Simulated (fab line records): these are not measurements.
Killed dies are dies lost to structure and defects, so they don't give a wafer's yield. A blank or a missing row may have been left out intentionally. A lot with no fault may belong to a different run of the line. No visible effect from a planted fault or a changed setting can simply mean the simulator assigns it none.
Matching of chambers :: flow nand_harc :: NHARC_A_STAIRCASE_ETCHBACK_422 on rie_diel-04 has 4 sister chambers
The step etches the open film in CH3F/O2, target depth 40 nm, time 74.286 s. 4 wafers are shown with their chamber, then 12 later ones without.

## WAFERS PAIRED WITH THEIR CHAMBERS
wafer: L089.3
chamber: 2
showerhead_plenum_p_Torr (Torr): 2.63

wafer: L091.1
chamber: 1
showerhead_plenum_p_Torr (Torr): 2.63

wafer: L091.4
chamber: 3
showerhead_plenum_p_Torr (Torr): 2.58

wafer: L091.6
chamber: 0
showerhead_plenum_p_Torr (Torr): 2.39

## WAFERS WITH NO CHAMBER GIVEN
wafer: L093.2
showerhead_plenum_p_Torr (Torr): 2.58

wafer: L093.3
showerhead_plenum_p_Torr (Torr): 2.62

wafer: L093.4
showerhead_plenum_p_Torr (Torr): 2.62

wafer: L092.3
showerhead_plenum_p_Torr (Torr): 2.62

wafer: L092.4
showerhead_plenum_p_Torr (Torr): 2.62

wafer: L092.5
showerhead_plenum_p_Torr (Torr): 2.62

wafer: L094.4
showerhead_plenum_p_Torr (Torr): 2.57

wafer: L094.5
showerhead_plenum_p_Torr (Torr): 2.62

wafer: L094.6
showerhead_plenum_p_Torr (Torr): 2.57

wafer: L095.2
showerhead_plenum_p_Torr (Torr): 2.57

wafer: L095.4
showerhead_plenum_p_Torr (Torr): 2.38

wafer: L095.5
showerhead_plenum_p_Torr (Torr): 2.57

## THE CHAMBER EACH PASSED THROUGH
wafer: L093.2
from the rows above: 3
in truth: 3

wafer: L093.3
from the rows above: can't be placed: 1 or 2
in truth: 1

wafer: L093.4
from the rows above: can't be placed: 1 or 2
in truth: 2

wafer: L092.3
from the rows above: can't be placed: 1 or 2
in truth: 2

wafer: L092.4
from the rows above: can't be placed: 1 or 2
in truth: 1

wafer: L092.5
from the rows above: can't be placed: 1 or 2
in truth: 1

wafer: L094.4
from the rows above: 3
in truth: 3

wafer: L094.5
from the rows above: can't be placed: 1 or 2
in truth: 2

wafer: L094.6
from the rows above: 3
in truth: 3

wafer: L095.2
from the rows above: 3
in truth: 3

wafer: L095.4
from the rows above: 0
in truth: 0

wafer: L095.5
from the rows above: 3
in truth: 3
Placed correctly: 6 of 12. From these rows, 6 cannot be placed; in 6 the true chamber is one of the candidates. Number placed wrongly: 0.
How it was worked out, from the rows above alone: a wafer's distance from a chamber is the root of the sum, over the readings, of the square of ((its reading less the chamber's mean) divided by the reading's scatter). The wafer belongs to the nearest chamber; if the next one is less than 2 further off, it can't be placed. A chamber's mean is the mean of its shown wafers. The scatter: with one shown wafer a chamber, the root of the mean of the squares of how far each hidden wafer lies from its nearest shown one.
